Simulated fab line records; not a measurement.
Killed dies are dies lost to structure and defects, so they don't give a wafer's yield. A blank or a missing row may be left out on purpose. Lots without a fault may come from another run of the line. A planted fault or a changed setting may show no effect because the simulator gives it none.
Which tool did it? + flow nandHarc + 6 lots with 18 wafers sampled at 3 steps, on a route of 1302 steps

== WHAT EACH GAUGE READ, for each wafer ==
NHARC_P_GATE_CD_MEAS_59: the cd target is 720 nm.
| lot  | measured     | on       | cdNm (nm)         |
|------|--------------|----------|-------------------|
| L242 | day 6 06:58  | cdSem-02 | 720.6 720.3 721.5 |
| L246 | day 7 14:55  | cdSem-02 | 722.6 718.4 717.9 |
| L248 | day 8 18:10  | cdSem-02 | 724.1 723.3 727.0 |
| L252 | day 10 08:26 | cdSem-02 | 726.3 724.3 722.9 |
| L256 | day 12 04:18 | cdSem-03 | - - -             |
| L264 | day 15 05:05 | cdSem-01 | 719.6 718.9 721.2 |

== WHAT TOOL EACH LOT RAN ON (gives the tool, then ch and the chambers of the sampled wafers, and finally the start) ==
| lot  | NHARC_P_GATE_DESCUM_31            | NHARC_P_GATE_EXPOSE_56           |
|------|-----------------------------------|----------------------------------|
| L242 | rieDiel-01 ch 1,2, day 5 16:58    | krfScanner-01 ch 0, day 6 06:49  |
| L246 | rieDiel-11 ch 1,3, day 6 23:37    | krfScanner-04 ch 0, day 7 14:46  |
| L248 | rieDiel-07 ch 1,3, day 8 00:23    | krfScanner-04 ch 0, day 8 18:01  |
| L252 | rieDiel-11 ch 0,1,3, day 9 18:29  | krfScanner-01 ch 0, day 10 08:17 |
| L256 | rieDiel-01 ch 0,2,3, day 11 08:13 | krfScanner-04 ch 0, day 12 04:08 |
| L264 | rieDiel-11 ch 1,2, day 14 15:39   | krfScanner-04 ch 0, day 15 04:56 |
- NHARC_P_GATE_DESCUM_31: chemistry O2, time 3 s.
- NHARC_P_GATE_EXPOSE_56: exposes mask P PSD, target cd 720 nm.

== THE ANSWER, worked out from the rows above alone ==
Rule: usual is defined by the lots themselves. The widest of any qualifying gaps counts: lots, ordered by their means at a reading, are off when they make up no more than a third of the lots, leave a main group of 4 or more, and stand apart from it by 3 or more times the standard deviation of that group's means. Not used: any main group whose means are identical at the precision the tables above print for the reading. A lot without any number at a reading at which 4 lots or more have one is off too. The other lots that the step has rows for count as sound.
Off at NHARC_P_GATE_CD_MEAS_59 (cdNm): L256. Without a number there: L256. The main group: mean 721.9 nm, standard deviation 2.3.
If a tool, at a process step before that reading, ran all the lots that are off and no sound lot after the first of them, it fits. Those tools and the gauges at NHARC_P_GATE_CD_MEAS_59 are tried in the same way. 2 tools fit, rieDiel-01 at NHARC_P_GATE_DESCUM_31 and cdSem-03 at NHARC_P_GATE_CD_MEAS_59, so this cannot tell which one it is.

== WHAT THE SIMULATOR HAD INSERTED ==
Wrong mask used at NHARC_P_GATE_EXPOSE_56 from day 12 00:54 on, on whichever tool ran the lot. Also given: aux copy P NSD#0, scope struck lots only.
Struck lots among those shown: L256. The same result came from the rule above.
